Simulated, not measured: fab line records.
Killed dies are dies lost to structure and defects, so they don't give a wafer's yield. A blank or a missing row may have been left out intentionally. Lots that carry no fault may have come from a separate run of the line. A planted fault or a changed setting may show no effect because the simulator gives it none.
Which tool was responsible? + flow n5Finfet + Sampling: 11 lots, 33 wafers, 4 of 1938 route steps

## WHAT EACH GAUGE READ, for each wafer
N5_PASSIVATION_CD_MEAS_44 targets a cd of 40000 nm.
| lot  | measured     | on       | cdNm (nm)         |
|------|--------------|----------|-------------------|
| L660 | day 12 17:31 | cdSem-01 | 39999 39996 40000 |
| L662 | day 13 06:09 | cdSem-02 | 40003 40003 40004 |
| L663 | day 13 11:29 | cdSem-01 | 40001 39998 40005 |
| L665 | day 14 12:16 | cdSem-02 | 40001 40001 40002 |
| L668 | day 15 02:47 | cdSem-02 | 40000 39999 39999 |
| L670 | day 15 08:30 | cdSem-01 | 40001 40000 40001 |
| L672 | day 15 16:49 | cdSem-03 | 40000 39996 40000 |
| L674 | day 16 14:10 | cdSem-02 | 39994 39995 39999 |
| L681 | day 18 02:06 | cdSem-03 | 40001 40005 40002 |
| L682 | day 17 20:27 | cdSem-03 | 40001 40001 39997 |
| L683 | day 18 19:36 | cdSem-01 | 39996 39999 39997 |

## EACH LOT AND THE TOOL THAT RAN IT (in order: tool; ch and the chambers of the sampled wafers; start)
| lot  | N5_HKMG_FIN_ETCH_31              | N5_MIM_TOP_ETCH_ETCH_00          | N5_PASSIVATION_DEGAS_18     |
|------|----------------------------------|----------------------------------|-----------------------------|
| L660 | rieDiel-05 ch 0,3, day 4 04:18   | rieMetal-02 ch 1, day 12 11:39   | pvdSputter-02, day 12 14:42 |
| L662 | rieDiel-05 ch 1,3, day 4 14:26   | rieMetal-03 ch 0,1, day 13 00:04 | pvdSputter-02, day 13 03:08 |
| L663 | rieDiel-02 ch 0,3, day 4 19:39   | rieMetal-02 ch 0,1, day 13 04:13 | pvdSputter-02, day 13 09:01 |
| L665 | rieDiel-02 ch 0,2,3, day 5 10:22 | rieMetal-01 ch 0,1, day 14 03:44 | pvdSputter-01, day 14 09:51 |
| L668 | rieDiel-02 ch 1,2,3, day 6 05:52 | rieMetal-02 ch 0,1, day 14 18:04 | pvdSputter-01, day 14 23:55 |
| L670 | rieDiel-03 ch 0,1,2, day 6 20:43 | rieMetal-03 ch 0,1, day 15 00:40 | pvdSputter-03, day 15 06:03 |
| L672 | rieDiel-02 ch 1,2,3, day 7 10:19 | rieMetal-02 ch 1, day 15 10:42   | pvdSputter-03, day 15 14:15 |
| L674 | rieDiel-02 ch 1,2,3, day 7 17:08 | rieMetal-01 ch 0,1, day 16 07:56 | pvdSputter-01, day 16 11:27 |
| L681 | rieDiel-03 ch 0,3, day 9 13:44   | rieMetal-01 ch 0,1, day 17 18:28 | pvdSputter-01, day 17 22:26 |
| L682 | rieDiel-05 ch 0,1, day 9 22:43   | rieMetal-01 ch 0,1, day 17 14:30 | pvdSputter-02, day 17 17:54 |
| L683 | rieDiel-03 ch 2,3, day 10 07:31  | rieMetal-02 ch 0, day 18 11:31   | pvdSputter-02, day 18 16:28 |
- N5_HKMG_FIN_ETCH_31: etches SiARC in CF4, target depth 45.5 nm, time 75.8 s.
- N5_MIM_TOP_ETCH_ETCH_00: etches TiN in Cl2/BCl3, target depth 38.5 nm.
- N5_PASSIVATION_DEGAS_18: time 60 s.

## THE ANSWER, worked out from the rows above alone
Rule: the lots themselves supply what counts as usual. The widest of any qualifying gaps counts: lots, ordered by their means at a reading, are off when they make up no more than a third of the lots, leave a main group of 4 or more, and stand apart from it by 3 or more times the standard deviation of that group's means. A main group is skipped when, at the precision printed for the reading in the tables above, its means are all equal. A lot without any number at a reading at which 4 lots or more have one is off too. All remaining lots with rows at the step are treated as sound.
None of the lots is off at any reading shown; this tells nothing.

## WHAT THE SIMULATOR HAD PUT IN
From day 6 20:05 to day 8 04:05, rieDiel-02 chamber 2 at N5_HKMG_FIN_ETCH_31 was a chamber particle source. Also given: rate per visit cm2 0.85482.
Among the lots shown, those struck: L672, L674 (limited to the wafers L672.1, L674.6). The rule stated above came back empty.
